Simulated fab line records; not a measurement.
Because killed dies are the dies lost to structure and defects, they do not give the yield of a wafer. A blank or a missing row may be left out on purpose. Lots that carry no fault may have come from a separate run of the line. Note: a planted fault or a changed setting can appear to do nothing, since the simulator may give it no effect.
Chamber matching | flow nand harc | 3 sister chambers for NHARC_A_STAIRCASE_DEP_417 on pecvd-01
The step deposits Si3N4, target thk 60 nm. 6 wafers are shown with their chamber, then 10 later ones without.

## WAFERS WITH THEIR CHAMBER
wafer  | chamber | heater power w (W)
L077.4 | 1       | 581
L082.2 | 2       | 572
L082.4 | 1       | 665
L082.5 | 0       | 643
L088.1 | 2       | 539
L088.3 | 0       | 774

## WAFERS WITHOUT THEIR CHAMBER
wafer  | heater power w (W)
L088.6 | 550
L092.1 | 690
L092.2 | 535
L092.5 | 539
L096.2 | 836
L096.3 | 527
L096.4 | 668
L095.2 | 542
L095.4 | 798
L095.5 | 634

## CHAMBER TAKEN BY EACH
wafer  | from the rows above          | in truth
L088.6 | can't be placed: 2 or 1      | 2
L092.1 | can't be placed: 0 or 1 or 2 | 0
L092.2 | can't be placed: 2 or 1      | 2
L092.5 | can't be placed: 2 or 1      | 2
L096.2 | can't be placed: 0 or 1      | 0
L096.3 | can't be placed: 2 or 1      | 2
L096.4 | can't be placed: 0 or 1 or 2 | 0
L095.2 | can't be placed: 2 or 1      | 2
L095.4 | can't be placed: 0 or 1      | 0
L095.5 | can't be placed: 1 or 0 or 2 | 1
Correct placement for 0 of the 10. From these rows, 10 cannot be placed; in 10 the true chamber is one of the candidates. Placed wrongly: 0.
How it was worked out, from the rows above alone: a wafer's distance from a chamber is the root of the sum, over the readings, of the square of ((its reading less the chamber's mean) divided by the reading's scatter). If the next closest chamber is less than 2 further off than the closest, the wafer can't be placed; otherwise it belongs to the closest. A chamber's mean is the mean of its shown wafers. How the scatter is found: for the shown wafers, subtract from each reading the mean of its chamber, square and add these, divide the total by (wafers less chambers), then take the root.
